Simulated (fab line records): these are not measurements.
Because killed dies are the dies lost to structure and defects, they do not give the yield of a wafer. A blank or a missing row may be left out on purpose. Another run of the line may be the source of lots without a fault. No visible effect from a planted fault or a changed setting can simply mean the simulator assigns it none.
What tool caused it? | flow nand_harc | 11 lots (33 wafers sampled), 1 step of a 1159-step route

WHAT THE GAUGES SHOWED, per wafer
NHARC_P_CONTACT_CD_MEAS_19.
lot  | measured     | on        | cd_nm (nm)
L075 | day 5 20:26  | cd_sem-03 | 91.4 87.5 91.7
L077 | day 6 08:30  | cd_sem-01 | 90.5 90.3 91.5
L080 | day 7 05:58  | cd_sem-02 | 90.4 93.0 91.5
L082 | day 7 13:37  | cd_sem-03 | 91.0 89.3 92.4
L084 | day 8 03:33  | cd_sem-01 | 90.4 89.6 87.1
L086 | day 8 18:53  | cd_sem-02 | 90.8 89.7 92.7
L089 | day 9 11:55  | cd_sem-02 | 87.6 89.2 86.0
L091 | day 9 19:20  | cd_sem-02 | 95.4 89.2 90.0
L093 | day 10 09:31 | cd_sem-01 | 89.8 91.5 89.3
L096 | day 10 21:27 | cd_sem-03 | 84.7 92.2 90.0
L097 | day 11 03:45 | cd_sem-03 | 89.4 94.5 90.5

TOOL THAT RAN EACH LOT (tool first, then ch and the chambers of the sampled wafers, then the start)
The record holds no process step before these readings.

THE ANSWER, worked out from the rows above alone
Rule: what is usual is taken from the lots themselves. Put in order of their means at a reading, lots are off if they are a third of the lots or fewer, leave a main group of 4 or more, and stand apart from it by a gap of 3 or more times the standard deviation of the main group's means; of several such gaps the widest counts. A main group is skipped when, at the precision printed for the reading in the tables above, its means are all equal. Also off: a lot with no number at a reading for which 4 or more lots have one. All remaining lots with rows at the step are treated as sound.
No lot is off on any of the readings shown, so nothing can be concluded from this.

WHAT THE SIMULATOR HAD INSERTED
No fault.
